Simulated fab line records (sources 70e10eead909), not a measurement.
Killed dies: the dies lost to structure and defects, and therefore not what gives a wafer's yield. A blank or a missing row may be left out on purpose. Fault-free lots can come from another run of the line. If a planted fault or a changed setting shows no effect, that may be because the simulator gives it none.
fab line records -- flow nand_harc
record lots=14, wafers=42, last_day=34
route steps=1302 shown A_M0@1150 A_M1@1176
lots with no fault: from the same line, run without faults
start_h: hours from the record's first day to the start of the lot's first wafer shown -- wait_h: hours since the lot's step before -- " unchanged from the row above -- L1.1+2: a row that stands for several wafers -- - value missing, or start not given -- * or withheld: withheld -- < > ~ a bound
route shown NAME@n: names a module that has steps shown in the file, with the first one's number in the route -- usual: mean/standard deviation taken from wafers without a fault -- same: alike in all rows -- chamber/n: place in a boat -- sites: each site's reading -- _std_site: standard deviation of those values -- _edge_site: outer sites' mean less inner sites' -- radius_mm: how far each site lies from the wafer's centre -- mask NAME#n: copy n -- behind: the last tool/chamber to shape the wafer -- hold: reason for holding the lot/hours on hold/outcome of the hold -- device: transistor that didn't switch, given as n, p or np -- end of line: the route-end tests of the same wafers -- a step without rows: its recipe alone -- killed: at the first sort, the dies lost to defects and structure; wafer yield is something else -- map: dies across one wafer; x = killed, . = not, _ = none there
set.NAME: the run value of the setting; set.NAME@STEP: its run value at that earlier step -- model.NAME: the simulator's own value behind a step, which no gauge read
a sample of lots followed through the steps of the route, with each step as a table and each wafer as a row
services: from which hour (start_h, from the record's first day; less than 0 if before it) a tool's chamber was out of use, for how many hours, and why
## steps
# step NHARC_A_M0_DESCUM_14
# recipe time_s=3, o2_flow_sccm=200, ar_flow_sccm=0, bias_power_w=0, chemistry=O2
# usual drypump_motor_current_A=5.7/0.4, oes_product_au=1.000/0.011, rf_vpp_V=57.6/0.95, showerhead_plenum_p_Torr=1.88/0.088, throttle_valve_pct=11.311/0.0093
lot.wafer,tool,chamber,start_h,wait_h,drypump_motor_current_A,oes_product_au,rf_hours_counter_h,rf_vpp_V,showerhead_plenum_p_Torr,throttle_valve_pct
L612.1,rie_diel-06,0,531.58,0.1,6.1,1.001,1.9,55.9,1.89,11.302
L612.2,rie_diel-06,3,531.58,0.1,5.8,1.015,2.3,59.8,1.96,11.329
L612.5,rie_diel-06,0,531.58,0.1,6.1,1.015,-,57.0,1.89,11.320
L611.1,rie_diel-12,1,534.40,0.1,5.2,0.984,2.3,59.9,2.04,11.319
L611.6,rie_diel-12,2,534.40,0.1,6.0,1.003,-,57.3,1.97,11.319
L611.5,rie_diel-12,3,534.40,0.1,6.0,0.995,-,57.4,1.81,11.297
L617.3,rie_diel-11,3,565.67,0.1,4.9,1.003,7.6,57.5,1.81,11.315
L617.1,rie_diel-11,0,565.67,0.1,5.9,0.993,8.3,57.3,1.81,11.301
L617.5,rie_diel-11,0,565.67,0.1,6.0,1.002,-,57.4,1.81,11.313
L616.2,rie_diel-06,3,571.28,0.1,5.8,0.999,3.9,57.8,1.96,11.324
L616.3,rie_diel-06,0,571.28,0.1,6.1,0.996,4.1,57.8,1.89,11.306
L616.6,rie_diel-06,1,571.28,0.1,5.0,1.018,-,58.1,1.94,11.317
L618.4,rie_diel-11,1,604.54,0.1,5.6,0.990,10.4,56.3,1.91,11.318
L618.2,rie_diel-11,2,604.54,0.1,6.3,1.001,9.5,58.0,1.84,11.312
L618.5,rie_diel-11,0,604.54,0.1,6.0,1.002,-,57.2,1.80,11.324
L620.2,rie_diel-12,2,616.88,0.1,6.0,1.014,6.4,57.9,1.97,11.316
L620.5,rie_diel-12,1,616.88,0.1,5.2,0.980,-,58.4,2.04,11.304
L620.6,rie_diel-12,2,616.88,0.1,6.0,1.008,-,59.2,1.97,11.314
L621.3,rie_diel-12,2,617.88,0.1,6.0,1.011,6.5,58.4,1.97,11.331
L621.6,rie_diel-12,1,617.88,0.1,5.2,0.993,-,58.7,2.04,11.311
L621.5,rie_diel-12,2,617.88,0.1,6.0,1.014,-,58.3,1.97,11.301
L622.2,rie_diel-06,2,647.27,0.1,5.8,1.001,9.1,57.1,1.79,11.304
L622.5,rie_diel-06,2,647.27,0.1,5.8,0.994,-,56.3,1.79,11.320
L622.6,rie_diel-06,3,647.27,0.1,5.8,1.003,-,58.0,1.96,11.306
L623.1,rie_diel-12,0,647.86,0.1,5.7,1.020,1.4,56.9,1.79,11.303
L623.5,rie_diel-12,1,647.86,0.1,5.2,0.990,-,57.9,2.04,11.318
L623.6,rie_diel-12,2,647.86,0.1,6.0,1.003,-,58.3,1.97,11.305
L624.3,rie_diel-12,3,664.65,0.1,6.0,1.000,1.8,57.6,1.81,11.320
L624.5,rie_diel-12,2,664.65,0.1,6.0,1.001,-,57.4,1.97,11.319
L624.6,rie_diel-12,3,664.65,0.1,6.0,1.000,-,56.7,1.81,11.313
L627.3,rie_diel-11,3,668.55,0.1,4.9,0.998,3.1,58.6,1.81,11.320
L627.1,rie_diel-11,0,668.55,0.1,6.0,0.997,2.1,56.7,1.80,11.301
L627.5,rie_diel-11,2,668.55,0.1,6.3,1.015,-,58.2,1.84,11.311
L631.1,rie_diel-06,1,717.33,0.1,5.0,0.999,2.6,56.9,1.93,11.310
L631.3,rie_diel-06,3,717.33,0.1,5.8,1.005,2.8,57.2,1.96,11.308
L631.6,rie_diel-06,1,717.33,0.1,5.0,1.006,-,56.7,1.93,11.318
L630.2,rie_diel-12,0,722.61,0.1,5.7,1.016,3.4,56.8,1.79,11.292
L630.4,rie_diel-12,1,722.61,0.1,5.2,0.981,4.5,59.3,2.04,11.321
L630.5,rie_diel-12,3,722.61,0.1,6.0,0.994,-,55.9,1.81,11.308
L633.2,rie_diel-12,0,775.40,0.1,5.7,1.013,6.0,57.5,1.79,11.305
L633.1,rie_diel-12,1,775.40,0.1,5.2,0.983,6.8,57.5,2.04,11.290
L633.3,rie_diel-12,3,775.40,0.1,6.0,0.993,6.5,57.3,1.81,11.297
# step NHARC_A_M0_STRIP_18
# recipe power_w=1000, n2_flow_sccm=150, h2_flow_sccm=150, ar_flow_sccm=0, bias_w=0, chemistry=N2/H2
# usual drypump_motor_current_A=5.7/0.45, oes_product_au=0.998/0.011, rf_vpp_V=90.4/1, showerhead_plenum_p_Torr=1.99/0.089, throttle_valve_pct=14.171/0.0097
lot.wafer,tool,chamber,start_h,wait_h,drypump_motor_current_A,oes_product_au,rf_hours_counter_h,rf_vpp_V,showerhead_plenum_p_Torr,throttle_valve_pct
L612.2,rie_diel-11,3,531.95,0.1,4.9,0.992,5.3,90.7,1.93,14.184
L612.1,rie_diel-11,0,531.95,0.1,6.0,0.998,6.3,88.6,1.92,14.160
L612.5,rie_diel-11,0,531.95,0.1,5.9,0.993,-,88.8,1.92,14.168
L611.1,rie_diel-11,0,534.80,0.1,5.9,0.994,6.4,89.5,1.92,14.165
L611.5,rie_diel-11,2,534.80,0.1,6.3,1.003,-,89.8,1.96,14.168
L611.6,rie_diel-11,3,534.80,0.1,4.9,0.992,-,90.1,1.93,14.177
L617.1,rie_diel-06,0,566.04,0.1,6.1,1.014,4.1,90.1,2.01,14.171
L617.3,rie_diel-06,1,566.04,0.1,5.0,1.006,3.6,91.3,2.07,14.166
L617.5,rie_diel-06,1,566.04,0.1,5.0,1.005,-,90.7,2.07,14.161
L616.2,rie_diel-11,0,571.70,0.1,5.9,0.994,8.4,90.0,1.92,14.182
L616.3,rie_diel-11,2,571.70,0.1,6.3,0.996,7.9,90.7,1.96,14.185
L616.6,rie_diel-11,0,571.70,0.1,6.0,0.992,-,91.3,1.92,14.172
L618.2,rie_diel-06,2,604.90,0.1,5.8,1.010,6.5,88.4,1.90,14.181
L618.4,rie_diel-06,1,604.90,0.1,5.0,1.001,7.2,91.4,2.07,14.172
L618.5,rie_diel-06,3,604.90,0.1,5.8,1.018,-,90.6,2.09,14.176
L620.2,rie_diel-12,0,617.26,0.1,5.7,1.003,5.8,89.0,1.90,14.165
L620.6,rie_diel-12,0,617.26,0.1,5.6,0.996,-,90.4,1.90,14.166
L620.5,rie_diel-12,1,617.26,0.1,5.2,0.984,-,91.3,2.18,14.184
L621.3,rie_diel-06,3,618.33,0.1,5.8,1.006,7.6,91.6,2.09,14.173
L621.6,rie_diel-06,0,618.33,0.1,6.1,0.986,-,91.0,2.01,14.156
L621.5,rie_diel-06,1,618.33,0.1,5.0,1.012,-,91.5,2.07,14.171
L622.2,rie_diel-11,1,647.69,0.1,5.6,0.988,1.4,90.2,2.03,14.179
L622.6,rie_diel-11,3,647.69,0.1,4.9,1.001,-,90.0,1.93,14.172
L622.5,rie_diel-11,0,647.69,0.1,5.9,1.005,-,90.3,1.92,14.182
L623.1,rie_diel-11,0,648.25,0.1,5.9,1.002,1.3,91.0,1.92,14.177
L623.6,rie_diel-11,2,648.25,0.1,6.3,0.999,-,90.6,1.96,14.175
L623.5,rie_diel-11,3,648.25,0.1,4.9,1.004,-,89.9,1.93,14.181
L624.3,rie_diel-11,3,665.07,0.1,4.9,0.984,2.2,89.5,1.93,14.162
L624.6,rie_diel-11,1,665.07,0.1,5.6,0.969,-,90.3,2.03,14.169
L624.5,rie_diel-11,2,665.07,0.1,6.3,1.003,-,90.1,1.96,14.169
L627.1,rie_diel-11,0,668.94,0.1,6.0,1.000,2.2,90.3,1.92,14.161
L627.3,rie_diel-11,1,668.94,0.1,5.6,0.978,2.4,90.2,2.03,14.172
L627.5,rie_diel-11,0,668.94,0.1,5.9,0.998,-,88.1,1.92,14.163
L631.1,rie_diel-11,0,717.72,0.1,5.9,0.997,4.5,90.7,1.92,14.178
L631.3,rie_diel-11,1,717.72,0.1,5.6,0.988,4.7,91.4,2.03,14.191
L631.6,rie_diel-11,3,717.72,0.1,4.9,0.988,-,89.0,1.92,14.174
L630.2,rie_diel-12,2,723.02,0.1,6.0,1.007,4.3,92.0,2.10,14.178
L630.4,rie_diel-12,3,723.02,0.1,6.1,0.993,4.4,89.7,1.92,14.182
L630.5,rie_diel-12,0,723.02,0.1,5.6,1.029,-,89.5,1.90,14.174
L633.1,rie_diel-12,3,775.77,0.1,6.1,0.995,6.6,89.5,1.92,14.184
L633.3,rie_diel-12,0,775.77,0.1,5.7,1.007,6.1,89.8,1.90,14.161
L633.2,rie_diel-12,1,775.77,0.1,5.2,0.981,6.9,92.2,2.18,14.163
# step NHARC_A_M1_EXPOSE_06
# recipe na=1.35, target_cd_nm=120, dose_mj=75.13, mask_id=A_M1
# usual exposure_dose_mJ_cm2=75.8/0.62, focus_offset_nm=0.1/0.48
lot.wafer,tool,chamber,start_h,wait_h,mask,exposure_dose_mJ_cm2,focus_offset_nm
L612.1,arfi_scanner-01,0,535.30,-,A_M1#0,76.5,-0.4
L612.2,arfi_scanner-01,0,535.30,-,A_M1#0,76.4,-0.3
L612.5,arfi_scanner-01,0,535.30,-,A_M1#0,76.5,0.0
L611.1,arfi_scanner-03,0,538.07,-,A_M1#0,76.1,-0.3
L611.5,arfi_scanner-03,0,538.07,-,A_M1#0,76.1,-0.8
L611.6,arfi_scanner-03,0,538.07,-,A_M1#0,76.2,-0.2
L617.1,arfi_scanner-02,0,569.62,-,A_M1#0,75.0,0.9
L617.3,arfi_scanner-02,0,569.62,-,A_M1#0,75.1,0.3
L617.5,arfi_scanner-02,0,569.62,-,A_M1#0,75.0,0.1
L616.2,arfi_scanner-02,0,574.97,-,A_M1#0,75.1,0.0
L616.3,arfi_scanner-02,0,574.97,-,A_M1#0,75.0,0.6
L616.6,arfi_scanner-02,0,574.97,-,A_M1#0,75.1,0.0
L618.2,arfi_scanner-01,0,608.26,-,A_M1#0,76.5,0.8
L618.4,arfi_scanner-01,0,608.26,-,A_M1#0,76.6,-0.1
L618.5,arfi_scanner-01,0,608.26,-,A_M1#0,76.6,-0.3
L620.2,arfi_scanner-02,0,620.62,-,A_M1#0,75.0,0.5
L620.5,arfi_scanner-02,0,620.62,-,A_M1#0,75.0,0.0
L620.6,arfi_scanner-02,0,620.62,-,A_M1#0,75.0,0.4
L621.3,arfi_scanner-01,0,621.62,-,A_M1#0,76.5,-0.2
L621.5,arfi_scanner-01,0,621.62,-,A_M1#0,76.5,0.0
L621.6,arfi_scanner-01,0,621.62,-,A_M1#0,76.6,0.2
L622.2,arfi_scanner-02,0,651.00,-,A_M1#0,75.0,0.0
L622.5,arfi_scanner-02,0,651.00,-,A_M1#0,75.0,0.3
L622.6,arfi_scanner-02,0,651.00,-,A_M1#0,75.0,0.2
L623.1,arfi_scanner-02,-,651.56,-,A_M1#0,-,-
L623.5,arfi_scanner-02,-,651.56,-,A_M1#0,-,-
L623.6,arfi_scanner-02,-,651.56,-,A_M1#0,-,-
L624.3,arfi_scanner-02,-,668.25,-,A_M1#0,-,-
L624.5,arfi_scanner-02,-,668.25,-,A_M1#0,-,-
L624.6,arfi_scanner-02,-,668.25,-,A_M1#0,-,-
L627.1,arfi_scanner-03,0,672.28,-,A_M1#0,76.0,-0.3
L627.3,arfi_scanner-03,0,672.28,-,A_M1#0,76.0,-0.4
L627.5,arfi_scanner-03,0,672.28,-,A_M1#0,76.0,0.0
L631.1,arfi_scanner-03,0,721.12,-,A_M1#0,76.2,-0.4
L631.3,arfi_scanner-03,0,721.12,-,A_M1#0,76.2,1.0
L631.6,arfi_scanner-03,0,721.12,-,A_M1#0,76.1,0.3
L630.2,arfi_scanner-02,0,726.32,-,A_M1#0,74.9,0.7
L630.4,arfi_scanner-02,0,726.32,-,A_M1#0,75.1,0.4
L630.5,arfi_scanner-02,0,726.32,-,A_M1#0,75.1,0.8
L633.1,arfi_scanner-03,0,779.00,-,A_M1#0,76.0,-0.8
L633.2,arfi_scanner-03,0,779.00,-,A_M1#0,76.0,0.4
L633.3,arfi_scanner-03,0,779.00,-,A_M1#0,76.0,-0.1
# step NHARC_A_M1_DESCUM_14
# recipe time_s=3, o2_flow_sccm=200, ar_flow_sccm=0, bias_power_w=0, chemistry=O2
# usual drypump_motor_current_A=5.5/0.63, oes_product_au=1.000/0.0089, rf_vpp_V=57.7/0.93, showerhead_plenum_p_Torr=1.90/0.09, throttle_valve_pct=11.311/0.01
lot.wafer,tool,chamber,start_h,wait_h,drypump_motor_current_A,oes_product_au,rf_hours_counter_h,rf_vpp_V,showerhead_plenum_p_Torr,throttle_valve_pct
L612.2,rie_diel-07,1,535.62,0.1,5.3,0.985,3.7,57.5,1.80,11.309
L612.1,rie_diel-07,3,535.62,0.1,6.2,0.991,2.8,57.0,1.81,11.313
L612.5,rie_diel-07,2,535.62,0.1,5.4,1.000,-,57.3,2.05,11.313
L611.1,rie_diel-02,1,538.41,0.1,5.9,1.014,4.7,55.5,1.86,11.322
L611.5,rie_diel-02,3,538.41,0.1,5.4,0.991,-,57.7,1.82,11.308
L611.6,rie_diel-02,0,538.41,0.1,6.3,1.003,-,57.9,1.97,11.293
L617.3,rie_diel-04,3,569.95,0.1,4.7,1.007,1.5,57.0,1.98,11.321
L617.1,rie_diel-04,0,569.95,0.1,5.9,0.998,1.1,56.4,1.82,11.318
L617.5,rie_diel-04,2,569.95,0.1,4.7,1.001,-,57.6,1.84,11.307
L616.3,rie_diel-07,3,575.30,0.1,6.2,1.012,5.2,56.9,1.81,11.317
L616.2,rie_diel-07,1,575.30,0.1,5.3,1.009,7.0,57.1,1.79,11.314
L616.6,rie_diel-07,3,575.30,0.1,6.2,1.005,-,57.1,1.81,11.311
L618.4,rie_diel-02,3,608.60,0.1,5.4,0.990,0.7,56.5,1.82,11.307
L618.2,rie_diel-02,0,608.60,0.1,6.3,1.012,0.7,57.7,1.97,11.315
L618.5,rie_diel-02,2,608.60,0.1,5.1,1.013,-,57.0,1.89,11.309
L620.2,rie_diel-07,2,620.94,0.1,5.4,0.996,7.6,59.7,2.05,11.321
L620.5,rie_diel-07,2,620.94,0.1,5.4,0.997,-,57.9,2.05,11.300
L620.6,rie_diel-07,3,620.94,0.1,6.2,1.000,-,57.4,1.81,11.310
L621.3,rie_diel-07,1,621.94,0.1,5.3,1.000,8.8,58.7,1.79,11.304
L621.6,rie_diel-07,0,621.94,0.1,6.5,0.994,-,57.7,1.99,11.314
L621.5,rie_diel-07,1,621.94,0.1,5.3,1.002,-,56.3,1.79,11.291
L622.2,rie_diel-04,3,651.33,0.1,4.7,1.005,5.1,58.3,1.98,11.305
L622.5,rie_diel-04,2,651.33,0.1,4.7,0.999,-,58.5,1.84,11.311
L622.6,rie_diel-04,3,651.33,0.1,4.7,1.008,-,57.7,1.98,11.307
L623.1,rie_diel-04,0,651.90,0.1,5.9,0.989,4.6,58.5,1.82,11.316
L623.6,rie_diel-04,2,651.90,0.1,4.7,1.000,-,57.1,1.84,11.310
L623.5,rie_diel-04,3,651.90,0.1,4.7,1.003,-,58.2,1.98,11.315
L624.3,rie_diel-02,3,668.57,0.1,5.4,0.988,3.1,59.5,1.82,11.323
L624.5,rie_diel-02,2,668.57,0.1,5.0,1.007,-,57.6,1.89,11.319
L624.6,rie_diel-02,3,668.57,0.1,5.4,0.986,-,59.5,1.82,11.316
L627.1,rie_diel-02,1,672.61,0.1,5.9,0.998,3.0,56.9,1.86,11.321
L627.3,rie_diel-02,2,672.61,0.1,5.1,1.016,2.4,56.8,1.89,11.331
L627.5,rie_diel-02,1,672.61,0.1,5.9,0.993,-,56.9,1.86,11.320
L631.3,rie_diel-04,2,721.45,0.1,4.7,1.005,0,56.6,1.84,11.305
L631.1,rie_diel-04,0,721.45,0.1,5.9,1.001,0,57.0,1.82,11.299
L631.6,rie_diel-04,2,721.45,0.1,4.6,1.007,-,56.5,1.84,11.305
L630.2,rie_diel-04,1,726.66,0.1,4.8,0.999,0.6,57.7,2.04,11.298
L630.4,rie_diel-04,3,726.66,0.1,4.7,0.988,0.4,59.1,1.98,11.312
L630.5,rie_diel-04,1,726.66,0.1,4.8,0.995,-,58.2,2.04,11.306
L633.3,rie_diel-04,0,779.32,0.1,5.9,0.998,1.8,57.3,1.82,11.310
L633.1,rie_diel-04,2,779.32,0.1,4.7,1.002,1.9,56.2,1.84,11.320
L633.2,rie_diel-04,3,779.32,0.1,4.7,0.983,1.7,57.5,1.98,11.311
## services
tool,chamber,start_h,hours,kind
arfi_scanner-02,-,520.51,9.4,repair
rie_diel-04,-,532.13,9.0,pm
arfi_scanner-03,-,556.99,0.4,repair
rie_diel-06,3,564.28,5.0,repair
arfi_scanner-02,-,566.04,1.1,repair
arfi_scanner-03,-,569.67,4.0,pm
rie_diel-04,2,575.17,10.0,repair
rie_diel-04,1,577.89,2.4,repair
rie_diel-11,1,607.60,2.4,repair
rie_diel-11,-,609.50,9.0,pm
rie_diel-12,-,622.40,9.0,pm
rie_diel-11,2,637.09,4.7,repair
rie_diel-06,3,651.42,7.2,repair
rie_diel-06,0,655.70,10.1,repair
arfi_scanner-02,-,656.00,4.0,pm
rie_diel-06,-,661.96,9.0,pm
rie_diel-12,0,692.26,21.1,repair
rie_diel-04,-,709.13,9.0,pm
rie_diel-06,-,723.69,3.7,repair
rie_diel-12,0,739.12,6.1,repair
rie_diel-06,3,740.70,5.8,repair
rie_diel-11,1,750.78,4.1,repair
rie_diel-11,2,758.16,9.0,repair
rie_diel-04,1,769.60,12.0,repair
## key
first_sign step=NHARC_A_M1_EXPOSE_06, reading=tool_record, direction=missing
effect none on later readings
met_at NHARC_A_M1_EXPOSE_06
struck_lots L623,L624
later_rows_left_out L623.1,L623.5,L623.6,L624.3,L624.5,L624.6
sort_left_out L623.1,L623.5,L623.6,L624.3,L624.5,L624.6
not_acting_at NHARC_A_M0_DESCUM_14,NHARC_A_M0_STRIP_18,NHARC_A_M1_DESCUM_14
onset_between 651.00 651.56
fault kind=skipped_step_whole, tool=arfi_scanner-02, chamber=-, onset_h=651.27, steps=NHARC_A_M1_EXPOSE_06, scope=struck_lots_only
# sort_left_out: the simulated sort isn't trusted on such a fault, so these wafers' sort isn't shown, and their yield isn't known
# later_rows_left_out: the simulator's readings of these wafers behind a module that went badly wrong aren't trusted and aren't shown, but for the sort
